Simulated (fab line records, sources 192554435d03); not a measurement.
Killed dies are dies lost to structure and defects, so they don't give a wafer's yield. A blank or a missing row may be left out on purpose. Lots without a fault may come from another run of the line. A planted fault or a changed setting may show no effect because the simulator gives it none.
fab line records | flow n5_finfet
record lots=6 wafers=17 last_day=21
route steps=1938 shown MIM_TOP_LITHO@1841 MIM_TOP_ETCH@1851 MIM_BOT_LITHO@1854 PASSIVATION@1936
lots that met no fault: from a run of the same line without faults
start_h: hours from the record's first day to the start of the lot's first wafer shown | wait_h: hours since the lot's step before | " the same as in the row above | L1.1+2: a row that stands for several wafers | - no value, or no start given | * or withheld: withheld | < > ~ a bound
route shown NAME@n: a module of which the file shows steps, and the number in the route of the first | usual: mean/standard deviation of fault-free wafers | same: alike in all rows | chamber/n: place in a boat | sites: the reading at each site | _std_site: their standard deviation | _edge_site: outer sites' mean less inner sites' | radius_mm: how far each site lies from the wafer's centre | mask NAME#n: copy n | behind: the tool/chamber that last shaped the wafer | hold: why the lot was held/for how many hours/how that ended | device: the transistor (n, p or np) that didn't switch | end of line: the same wafers' tests at the end of the route | a step without rows: its recipe alone | killed: dies lost to structure and defects at the first sort, not the wafer's yield | map: a wafer's dies, x killed, . not, _ none there
set.NAME: the setting as run; set.NAME@STEP: as run at that earlier step | model.NAME: the simulator's own value behind a step, which no gauge read
lots at some steps of the route; a table a step, a row a wafer
services: from which hour (start_h, from the record's first day; less than 0 if before it) a tool's chamber was out of use, for how many hours, and why
## steps
# step N5_MIM_TOP_LITHO_EBR_04
# recipe solvent=PGMEA ebr_width_mm=1.5
# step N5_MIM_TOP_LITHO_SOFTBAKE_03
# recipe temp_c=100 time_s=90
# step N5_MIM_TOP_LITHO_EXPOSE_05
# recipe mask_id=MIM_TOP na=0.55 source_shape=conventional sigma_outer=0.8 polarization=unpolarized target_cd_nm=2000 dose_mj=20.5
# step N5_MIM_TOP_LITHO_PEB_06
# recipe peb_temp_c=withheld peb_time_s=*
# step N5_MIM_TOP_LITHO_DEVELOP_07
# recipe develop_time_s=60 rinse_liquid=diw dry=air_spin dev_temp_c=21
# step N5_MIM_TOP_LITHO_HARDBAKE_09
# recipe temp_c=130 time_s=120
# step N5_MIM_TOP_LITHO_CD_MEAS_08
# recipe target_cd_nm=2000 landing_energy_ev=500 detector=se_inlens
# usual cd_nm=1999.4/2.3
# columns lot.wafer tool chamber start_h wait_h cd_nm
L861.2 cd_sem-01 0 402.90 - 1999.5
L861.3 " 0 " " 1999.5
L861.6 " 0 " " 1998.7
L866.1 cd_sem-03 0 407.67 - 1999.2
L866.2 " 0 " " 1998.8
L875.2 cd_sem-02 0 472.39 - 1999.6
L875.5 " 0 " " 1996.1
L875.6 " 0 " " 1998.3
L876.2 cd_sem-02 0 489.98 - 1999.0
L876.4 " 0 " " 2000.0
L876.5 " 0 " " 1996.4
L877.2 cd_sem-02 0 490.23 - 1999.0
L877.3 " 0 " " 2000.5
L877.4 " 0 " " 2002.8
L878.1 cd_sem-01 0 500.96 - 1997.2
L878.4 " 0 " " 1999.6
L878.5 " 0 " " 2001.9
# step N5_MIM_TOP_LITHO_OVL_MEAS_11
# recipe points_per_wafer=44
# usual MIM_TOP_OVL=2/4.5
# columns lot.wafer tool chamber start_h wait_h MIM_TOP_OVL[nm]
L861.2 overlay-02 0 402.93 0.0 8
L861.3 " 0 " " 7
L861.6 " 0 " " 17
L866.1 overlay-02 0 407.70 0.0 -4
L866.2 " 0 " " 0
L875.2 overlay-01 0 472.42 0.0 2
L875.5 " 0 " " 0
L875.6 " 0 " " 1
L876.2 overlay-01 0 490.01 0.0 6
L876.4 " 0 " " 0
L876.5 " 0 " " -1
L877.2 overlay-01 0 490.26 0.0 6
L877.3 " 0 " " 4
L877.4 " 0 " " 3
L878.1 overlay-01 0 500.99 0.0 8
L878.4 " 0 " " 7
L878.5 " 0 " " 7
# step N5_MIM_TOP_LITHO_INSPECT_12
# recipe mode=adi inspect_instrument=macro
# usual raw_defect_count=2.1/1.4
# columns lot.wafer tool chamber start_h wait_h raw_defect_count
L861.2 defect_inspect-01 - 402.95 0.0 3
L861.3 " - " " 1
L861.6 " - " " 1
L866.1 defect_inspect-02 - 407.72 0.0 0
L866.2 " - " " 1
L875.2 defect_inspect-02 - 472.44 0.0 4
L875.5 " - " " 5
L875.6 " - " " 2
L876.2 defect_inspect-01 - 490.03 0.0 1
L876.4 " - " " 0
L876.5 " - " " 2
L877.2 defect_inspect-02 - 490.29 0.0 2
L877.3 " - " " 2
L877.4 " - " " 2
L878.1 defect_inspect-02 - 501.02 0.0 3
L878.4 " - " " 2
L878.5 " - " " 2
# step N5_MIM_TOP_LITHO_DESCUM_10
# recipe chemistry=O2 time_s=7.9 source_power_w=50 bias_power_w=20 pressure_mtorr=20 rf_frequency_hz=2.712e+07 temp_c=40 o2_flow_sccm=225
# usual drypump_motor_current_A=6.0/0.39 oes_product_au=0.80/0.071 rf_vpp_V=243.3/1.2 showerhead_plenum_p_Torr=2.12/0.066 throttle_valve_pct=20.37/0.24
# columns lot.wafer tool chamber start_h wait_h drypump_motor_current_A oes_product_au rf_hours_counter_h rf_vpp_V showerhead_plenum_p_Torr throttle_valve_pct
L861.2 rie_diel-01 2 402.98 0.0 5.5 0.92 14 241.9 2.04 19.97
L861.3 " 0 " " 6.2 0.73 173 244.7 2.17 20.41
L861.6 " 0 " " 6.2 0.73 - 243.7 2.17 20.44
L866.1 rie_diel-04 1 407.97 0.2 6.3 0.85 88 243.7 2.12 20.54
L866.2 " 0 " " 5.1 0.85 54 242.4 2.04 20.38
L875.2 rie_diel-04 3 472.68 0.2 5.7 0.86 57 243.6 2.11 20.20
L875.5 " 1 " " 6.3 0.82 - 244.5 2.11 20.58
L875.6 " 2 " " 5.7 0.71 - 241.9 2.05 20.30
L876.2 rie_diel-05 2 490.17 0.1 5.7 0.74 161 242.2 2.06 20.22
L876.4 " 1 " " 6.2 0.78 133 245.1 2.19 20.72
L876.5 " 0 " " 5.7 0.71 - 242.9 2.18 20.25
L877.2 rie_diel-01 2 490.32 0.0 5.5 0.86 42 242.1 2.03 20.00
L877.3 " 3 " " 6.4 0.91 29 240.6 2.06 20.13
L877.4 " 0 " " 6.2 0.70 208 243.2 2.15 20.48
L878.1 rie_diel-05 2 501.05 0.0 5.8 0.74 164 242.8 2.06 20.23
L878.4 " 0 " " 5.7 0.71 174 243.2 2.17 20.26
L878.5 " 1 " " 6.2 0.77 - 243.8 2.19 20.72
# step N5_MIM_TOP_ETCH_ETCH_00
# recipe chemistry=Cl2/BCl3 target=TiN target_depth_a=385 ion_energy_ev=150 pressure_mtorr=10 icp_w=1000 bias_w=126 Cl2_flow_sccm=53.25 bcl3_flow_sccm=21.75 Ar_flow_sccm=25
# usual bcl3_flow_sccm=21.75/0.063 drypump_motor_current_A=5.9/0.47 oes_product_au=0.80/0.099 throttle_valve_pct=22.6/0.39
# columns lot.wafer tool chamber start_h wait_h bcl3_flow_sccm drypump_motor_current_A oes_product_au rf_hours_counter_h throttle_valve_pct
L861.2 rie_metal-03 1 403.07 0.1 21.77 6.5 0.93 10 22.3
L861.3 " 1 " " 21.85 6.5 0.92 - 22.2
L861.6 " 1 " " 21.78 6.5 0.93 - 22.3
L866.1 rie_metal-01 1 408.07 0.1 21.75 6.3 0.68 102 22.6
L866.2 " 0 " " 21.82 6.4 0.73 53 22.1
L875.2 rie_metal-02 0 472.76 0.1 21.75 5.4 0.71 73 22.7
L875.5 " 0 " " 21.80 5.4 0.70 - 22.7
L875.6 " 1 " " 21.75 5.4 0.84 - 23.2
L876.2 rie_metal-03 0 490.26 0.1 21.71 5.7 0.74 55 22.7
L876.4 " 0 " " 21.73 5.7 0.74 - 22.7
L876.5 " 0 " " 21.66 5.7 0.74 - 22.7
L877.2 rie_metal-02 1 490.41 0.1 21.74 5.4 0.84 13 23.2
L877.3 " 0 " " 21.75 5.4 0.71 - 22.7
L877.4 " 1 " " 21.75 5.4 0.83 - 23.2
L878.1 rie_metal-02 0 501.14 0.1 21.74 5.4 0.70 76 22.7
L878.4 " 1 " " 21.74 5.4 0.82 - 23.2
L878.5 " 1 " " 21.74 5.4 0.82 - 23.2
# step N5_MIM_TOP_ETCH_STRIP_01
# recipe chemistry=O2 power_w=600 temp_c=60 pressure_mtorr=30 rf_frequency_hz=6e+07 bias_power_w=0 overash_fraction=0.5 o2_flow_sccm=225
# usual drypump_motor_current_A=5.6/0.37 oes_product_au=0.79/0.089 rf_vpp_V=3.6/1.2 showerhead_plenum_p_Torr=2.11/0.08 throttle_valve_pct=16.7/0.35
# columns lot.wafer tool chamber start_h wait_h drypump_motor_current_A oes_product_au rf_hours_counter_h rf_vpp_V showerhead_plenum_p_Torr throttle_valve_pct
L861.2 rie_diel-03 3 403.21 0.1 6.5 0.70 200 3.6 2.09 16.7
L861.3 " 1 " " 5.9 0.90 35 4.5 2.13 16.3
L861.6 " 2 " " 5.9 0.94 - 2.0 2.23 16.0
L866.1 rie_diel-03 2 408.21 0.1 6.0 0.94 7 2.5 2.23 16.0
L866.2 " 1 " " 5.9 0.88 37 6.3 2.13 16.3
L875.2 rie_diel-06 1 473.00 0.2 5.6 0.70 223 4.1 2.00 17.3
L875.5 " 3 " " 5.4 0.82 - 1.5 2.18 16.8
L875.6 " 1 " " 5.7 0.71 - 5.6 2.00 17.3
L876.2 rie_diel-06 3 490.40 0.1 5.4 0.81 88 2.9 2.18 16.8
L876.4 " 1 " " 5.6 0.70 228 4.2 2.00 17.3
L876.5 " 3 " " 5.4 0.83 - 2.4 2.18 16.8
L877.2 rie_diel-06 2 490.55 0.1 5.8 0.98 2 6.1 2.12 15.9
L877.3 " 0 " " 5.7 0.83 100 1.1 2.04 16.4
L877.4 " 3 " " 5.4 0.82 88 3.3 2.18 16.8
L878.1 rie_diel-03 0 501.28 0.1 5.2 0.80 90 2.7 2.02 16.7
L878.4 " 3 " " 6.5 0.68 231 4.2 2.08 16.8
L878.5 " 3 " " 6.4 0.66 - 2.6 2.08 16.9
# step N5_MIM_TOP_ETCH_PECVD_03
# recipe material=SiNx target_thk_a=200 temp_c=400 precursor=SiH4/NH3/N2 pressure_torr=1.5 rf_w=300 time_s=17.6
# usual chamber_pressure_Torr=1.500/0.0033 heater_power_outer_w=466/69 heater_power_w=798/130 showerhead_plenum_p_Torr=5.12/0.067 throttle_valve_pct=40.4/1.5
# columns lot.wafer tool chamber start_h wait_h chamber_pressure_Torr heater_power_outer_w heater_power_w showerhead_plenum_p_Torr throttle_valve_pct
L861.2 pecvd-02 0 403.27 - 1.499 470 785 5.14 40.9
L861.3 " 2 " " 1.502 420 736 5.17 40.3
L861.6 " 0 " " 1.499 481 794 5.15 40.4
L866.1 pecvd-04 1 408.27 - 1.501 439 754 5.02 42.1
L866.2 " 0 " " 1.503 579 1061 5.08 41.0
L875.2 pecvd-02 0 473.06 - - - - - -
L875.5 " 1 " " - - - - -
L875.6 " 2 " " - - - - -
L876.2 pecvd-03 1 490.46 - - - - - -
L876.4 " 2 " " - - - - -
L876.5 " 0 " " - - - - -
L877.2 pecvd-04 2 490.61 - 1.503 500 906 5.15 38.5
L877.3 " 1 " " 1.504 525 876 5.03 41.9
L877.4 " 2 " " 1.498 513 908 5.15 38.2
L878.1 pecvd-02 1 501.34 - 1.500 549 888 5.06 37.9
L878.4 " 1 " " 1.498 566 891 5.07 37.7
L878.5 " 1 " " 1.498 564 865 5.07 37.9
# step N5_MIM_BOT_LITHO_HMDS_01
# recipe time_s=60 temp_c=120
# step N5_PASSIVATION_PROBE_49
# usual defect_limited_yield=91.1/1.4 killed_at_M0_to_M3=34/9.6 killed_at_M4_up=15/5.3 killed_at_contacts=12/6.1 killed_at_front_end=40/11 killed_at_other=3.5/2.8 killed_dies=105/17 killed_open=70/12 killed_short=34/7.7 sort_bin_5_function=5.2/0.97 sort_bin_6_memory=3.4/0.62 sort_n_pass=1075/17 sort_yield_pct=91.1/1.4
# same gross_dies=1180 killed_at_back_side=0 sort_bin_4_leakage[%]=0 sort_bin_8_speed[%]=0
# columns lot.wafer tool chamber start_h wait_h defect_limited_yield[%] killed_at_M0_to_M3 killed_at_M4_up killed_at_contacts killed_at_front_end killed_at_other killed_dies killed_open killed_short sort_bin_5_function[%] sort_bin_6_memory[%] sort_n_pass sort_yield_pct[%]
L861.2 prober-01 - 412.24 0.1 88.8 32 14 16 59 11 132 87 43 7.1 3.7 1048 88.8
L861.3 prober-01 - 412.29 0.1 89.1 38 14 15 56 6 129 89 40 6.4 4.1 1051 89.1
L861.6 prober-01 - 412.44 0.3 87.5 43 29 11 63 2 148 95 46 6.9 4.7 1032 87.5
L866.1 prober-01 - 420.52 0.0 93.6 22 9 13 26 6 76 46 30 4.1 2.1 1104 93.6
L866.2 prober-01 - 420.57 0.1 89.9 48 19 7 39 6 119 75 44 6.4 3.4 1061 89.9
L876.2 prober-01 - 500.53 0.1 90.9 27 9 27 40 4 107 64 43 5.2 3.7 1073 90.9
L876.4 prober-01 - 500.63 0.2 90.3 47 13 23 29 3 115 81 34 5.5 3.7 1065 90.3
L876.5 prober-01 - 500.68 0.2 90.7 41 8 15 39 7 110 81 29 4.6 4.2 1070 90.7
# killed by level:class
L861.2 STI_FIN_REVEAL:geometric_particle:open=20 MOL_CONTACT_COAG:geometric_particle:open=13 BEOL_M1:geometric_particle:open=10 BEOL_M4:geometric_particle:open=9 BEOL_M0_SAQP:geometric_particle:open=8 FIN_SAQP:geometric_particle:short=7 BEOL_M0_SAQP:geometric_particle:short=6 BEOL_M2:geometric_particle:open=5
L861.3 STI_FIN_REVEAL:geometric_particle:open=16 FIN_SAQP:geometric_particle:open=14 MOL_CONTACT_COAG:geometric_particle:open=14 BEOL_M0_SAQP:geometric_particle:open=13 BEOL_M0_SAQP:geometric_particle:short=12 FIN_SAQP:geometric_particle:short=6 BEOL_M4:geometric_particle:open=6 GATE_CUT:geometric_particle:short=5
L861.6 BEOL_M4:geometric_particle:open=18 BEOL_M0_SAQP:geometric_particle:short=14 STI_FIN_REVEAL:geometric_particle:open=12 BEOL_M1:geometric_particle:open=12 BEOL_M0_SAQP:geometric_particle:open=10 FIN_SAQP:geometric_particle:open=8 MOL_CONTACT_COAG:geometric_particle:open=7 HKMG_FIN:area_etch=7
L866.1 MOL_CONTACT_COAG:geometric_particle:open=11 FIN_SAQP:geometric_particle:open=10 FIN_SAQP:geometric_particle:short=8 BEOL_M0_SAQP:geometric_particle:short=6 BEOL_M3:geometric_particle:open=5 BEOL_M2:geometric_particle:open=4 BEOL_M2:geometric_particle:short=3 MIM_BOT:geometric_particle:open=3
L866.2 BEOL_M0_SAQP:geometric_particle:open=22 BEOL_M4:geometric_particle:open=10 FIN_SAQP:geometric_particle:open=9 BEOL_M0_SAQP:geometric_particle:short=9 FIN_SAQP:geometric_particle:short=8 MOL_CONTACT_COAG:geometric_particle:open=7 GATE_CUT:geometric_particle:open=6 BEOL_M2:geometric_particle:short=5
L876.2 MOL_CONTACT_COAG:geometric_particle:open=21 STI_FIN_REVEAL:geometric_particle:open=10 MOL_CONTACT_COAG:geometric_particle:short=6 BEOL_M0_SAQP:geometric_particle:short=6 BEOL_M2:geometric_particle:open=6 FIN_SAQP:geometric_particle:open=5 BEOL_M4:geometric_particle:open=5 GATE_CUT:geometric_particle:short=4
L876.4 MOL_CONTACT_COAG:geometric_particle:open=18 BEOL_M3:geometric_particle:open=18 STI_FIN_REVEAL:geometric_particle:open=13 BEOL_M0_SAQP:geometric_particle:open=7 MOL_CONTACT_COAG:geometric_particle:short=5 BEOL_M0_SAQP:geometric_particle:short=5 BEOL_M1:geometric_particle:open=5 BEOL_M3:geometric_particle:short=4
L876.5 MOL_CONTACT_COAG:geometric_particle:open=12 BEOL_M0_SAQP:geometric_particle:short=11 BEOL_M3:geometric_particle:open=11 FIN_SAQP:geometric_particle:open=9 STI_FIN_REVEAL:geometric_particle:open=8 BEOL_M0_SAQP:geometric_particle:open=8 BEOL_M2:geometric_particle:open=6 ILD0:geometric_particle:open=5
## services
# columns tool chamber start_h hours kind
pecvd-02 1 403.96 - clean
pecvd-02 1 403.96 - consumable_replace:showerhead
pecvd-02 1 403.96 29.0 scheduled_down
pecvd-02 1 403.96 29.0 vent_cycle
rie_diel-05 - 410.63 0.9 repair
rie_metal-01 1 412.03 - clean
rie_metal-01 1 412.03 22.8 scheduled_down
pecvd-04 0 414.13 6.0 repair
rie_diel-01 3 432.33 4.8 repair
pecvd-03 2 444.22 19.8 repair
rie_diel-05 1 452.35 1.3 repair
rie_diel-06 2 454.70 - clean
rie_diel-06 2 454.70 - consumable_replace:focus_ring
rie_diel-06 2 454.70 24.6 scheduled_down
rie_diel-06 2 454.70 24.6 vent_cycle
rie_diel-03 1 455.53 2.6 repair
rie_metal-03 0 458.91 9.4 repair
pecvd-04 - 460.11 6.0 pm
rie_diel-04 3 460.95 2.6 repair
rie_diel-01 2 468.26 16.2 repair
rie_diel-03 2 474.60 14.4 repair
pecvd-02 1 486.81 7.4 repair
pecvd-02 0 490.76 2.1 scheduled_down
pecvd-03 - 491.74 1.5 repair
## key
first_sign step=N5_MIM_TOP_ETCH_PECVD_03 reading=tool_record direction=missing
effect none on later readings
met_at N5_MIM_TOP_ETCH_PECVD_03
struck_wafers L875.2,L875.5,L875.6,L876.2,L876.4,L876.5
onset_between 403.27 473.06
fault kind=skipped_step_whole tool=pecvd-02,pecvd-03 chamber=- onset_h=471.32 steps=N5_MIM_TOP_ETCH_PECVD_03 scope=struck_lots_only
